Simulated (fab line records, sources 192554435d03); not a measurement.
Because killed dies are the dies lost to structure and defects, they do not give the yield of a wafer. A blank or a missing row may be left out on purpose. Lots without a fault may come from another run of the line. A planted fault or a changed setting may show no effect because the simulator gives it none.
Which tool is to blame?    flow n5Finfet    12 lots with 34 wafers sampled at 5 steps, on a route of 1938 steps

## WHAT THE GAUGES READ, wafer by wafer
N5_BEOL_M15_THK_MEAS_50: measures by xrf.
lot   measured      on            M15_THK (nm)
L115  day 12 07:32  filmMetro-01  849 840 840
L114  day 12 20:43  filmMetro-02  844 836 849
L118  day 13 00:19  filmMetro-02  860 844 854
L116  day 13 14:19  filmMetro-02  866 868 856
L119  day 13 14:51  filmMetro-02  847 837 853
L121  day 13 16:36  filmMetro-01  821 835 857
L117  day 13 18:11  filmMetro-02  843 848 845
L120  day 13 19:28  filmMetro-02  848 869 842
L123  day 14 09:05  filmMetro-02  839 848
L125  day 14 10:10  filmMetro-02  842 849
L128  day 15 23:57  filmMetro-02  870 858 851
L131  day 16 21:41  filmMetro-02  857 854 820

N5_MIM_TOP_LITHO_OVL_MEAS_11.
lot   measured      on          MIM_TOP_OVL (nm)
L115  day 12 12:46  overlay-02  -14 -12 -10
L114  day 13 00:53  overlay-02  3 0 3
L118  day 13 05:35  overlay-01  3 2 -1
L116  day 13 18:47  overlay-01  -2 4 -4
L119  day 13 18:50  overlay-01  0 1 5
L121  day 13 21:01  overlay-01  -2 -7 -11
L117  day 13 22:03  overlay-02  7 0 -6
L120  day 13 23:20  overlay-01  0 4 5
L123  day 14 12:25  overlay-01  -7 -1
L125  day 14 14:42  overlay-01  -5 -1
L128  day 16 03:45  overlay-01  225 211 210
L131  day 17 02:04  overlay-02  0 2 -3

## TOOL THAT RAN EACH LOT (tool first, then ch and the chambers of the sampled wafers, then the start)
lot   N5_PASSIVATION_PECVD_00          N5_MIM_TOP_ALD_02                           N5_MIM_TOP_LITHO_EXPOSE_05
L115  pecvd-04 ch 0,1, day 12 08:41    aldHk-03 ch 1,2,3, day 12 12:34 or earlier  krfScanner-02 ch 0, day 12 12:34
L114  pecvd-03 ch 0,1, day 12 21:51    aldHk-02 ch 0,1,3, day 13 00:41 or earlier  krfScanner-01 ch 0, day 13 00:41
L118  pecvd-01 ch 1,2, day 13 01:28    aldHk-01 ch 0,1, day 13 05:22 or earlier    krfScanner-01 ch 0, day 13 05:22
L116  pecvd-01 ch 0,2, day 13 15:27    aldHk-02 ch 1,2,3, day 13 18:35 or earlier  krfScanner-01 ch 0, day 13 18:35
L119  pecvd-03 ch 1,2, day 13 16:01    aldHk-01 ch 1,2, day 13 18:38 or earlier    krfScanner-01 ch 0, day 13 18:38
L121  pecvd-03 ch 0,1, day 13 17:46    aldHk-03 ch 0,2,3, day 13 20:49 or earlier  krfScanner-01 ch 0, day 13 20:49
L117  pecvd-03 ch 0,1,2, day 13 19:20  aldHk-02 ch 0,1, day 13 21:50 or earlier    krfScanner-01 ch 0, day 13 21:50
L120  pecvd-01 ch 1,2, day 13 20:38    aldHk-01 ch 0,3, day 13 23:08 or earlier    krfScanner-01 ch 0, day 13 23:08
L123  pecvd-04 ch 0,1, day 14 10:34    aldHk-02 ch 2, day 14 12:14 or earlier      krfScanner-01 ch 0, day 14 12:14
L125  pecvd-04 ch 0,1, day 14 11:19    aldHk-01 ch 0,3, day 14 14:31 or earlier    krfScanner-02 ch 0, day 14 14:31
L128  pecvd-04 ch 0,2, day 16 01:05    aldHk-01 ch 0,1,2, day 16 03:32 or earlier  krfScanner-02 ch 0, day 16 03:32
L131  pecvd-01 ch 0,1,2, day 16 22:50  aldHk-02 ch 0,3, day 17 01:52 or earlier    krfScanner-01 ch 0, day 17 01:52
- N5_PASSIVATION_PECVD_00: deposits SiO2 from SiH4/N2O, target thk 200 nm, time 11.2 s.
- N5_MIM_TOP_ALD_02: deposits Al2O3, purge time 3 s, co reactant pulse time 3 s.
- N5_MIM_TOP_LITHO_EXPOSE_05: exposes mask MIM TOP, target cd 2000 nm.

## AS READ BY THE TOOLS THEMSELVES (means over the sampled wafers that have a number; for cases with no such wafer, the mark the record gives instead)
N5_PASSIVATION_PECVD_00.
lot   tool      heaterPowerW (W)  showerheadPlenumPTorr (Torr)  throttleValvePct (%)
L115  pecvd-04  619               8.15                          56
L114  pecvd-03  763               8.30                          52
L118  pecvd-01  560               8.13                          48
L116  pecvd-01  540               8.29                          47
L119  pecvd-03  591               8.15                          49
L121  pecvd-03  704               8.28                          53
L117  pecvd-03  670               8.20                          50
L120  pecvd-01  545               8.15                          48
L123  pecvd-04  693               8.17                          56
L125  pecvd-04  636               8.16                          56
L128  pecvd-04  608               8.13                          52
L131  pecvd-01  555               8.20                          49

N5_MIM_TOP_ALD_02.
lot   tool      precursorPulseHeightRel
L115  aldHk-03  1.019
L114  aldHk-02  0.988
L118  aldHk-01  0.996
L116  aldHk-02  0.996
L119  aldHk-01  0.999
L121  aldHk-03  1.007
L117  aldHk-02  0.990
L120  aldHk-01  1.018
L123  aldHk-02  0.968
L125  aldHk-01  0.997
L128  aldHk-01  0.998
L131  aldHk-02  1.009

## THE ANSWER, worked out from the rows above alone
Rule: usual is defined by the lots themselves. Put in order of their means at a reading, lots are off if they are a third of the lots or fewer, leave a main group of 4 or more, and stand apart from it by a gap of 3 or more times the standard deviation of the main group's means; of several such gaps the widest counts. The tables above print the reading to a certain number of digits; a main group whose means all agree to those digits is not used. A lot without any number at a reading at which 4 lots or more have one is off too. Where the step has rows for the other lots, those lots are counted as sound. The gauges are gone through in route order, then the tools' own readings, and for those a lot's mean is taken as printed above. The first step at which some lot is off is used, and at that step the reading that is off furthest; a lot without a number counts as furthest.
Off: at N5_MIM_TOP_LITHO_OVL_MEAS_11 (MIM_TOP_OVL), L128. Mean -2 nm and standard deviation 4.3 in the main group.
A tool fits if, at a process step before that reading, it ran every lot that is off, and no sound lot after the first of them. The gauges at N5_MIM_TOP_LITHO_OVL_MEAS_11 are tried like those tools. With no start given for some of its lots, N5_MIM_TOP_ALD_02 uses the hours and lot order of N5_MIM_TOP_LITHO_EXPOSE_05. Can't be told from this: 4 tools fit, pecvd-04 at N5_PASSIVATION_PECVD_00, aldHk-01 at N5_MIM_TOP_ALD_02, krfScanner-02 at N5_MIM_TOP_LITHO_EXPOSE_05, overlay-01 at N5_MIM_TOP_LITHO_OVL_MEAS_11.

## WHAT WAS PUT IN BY THE SIMULATOR
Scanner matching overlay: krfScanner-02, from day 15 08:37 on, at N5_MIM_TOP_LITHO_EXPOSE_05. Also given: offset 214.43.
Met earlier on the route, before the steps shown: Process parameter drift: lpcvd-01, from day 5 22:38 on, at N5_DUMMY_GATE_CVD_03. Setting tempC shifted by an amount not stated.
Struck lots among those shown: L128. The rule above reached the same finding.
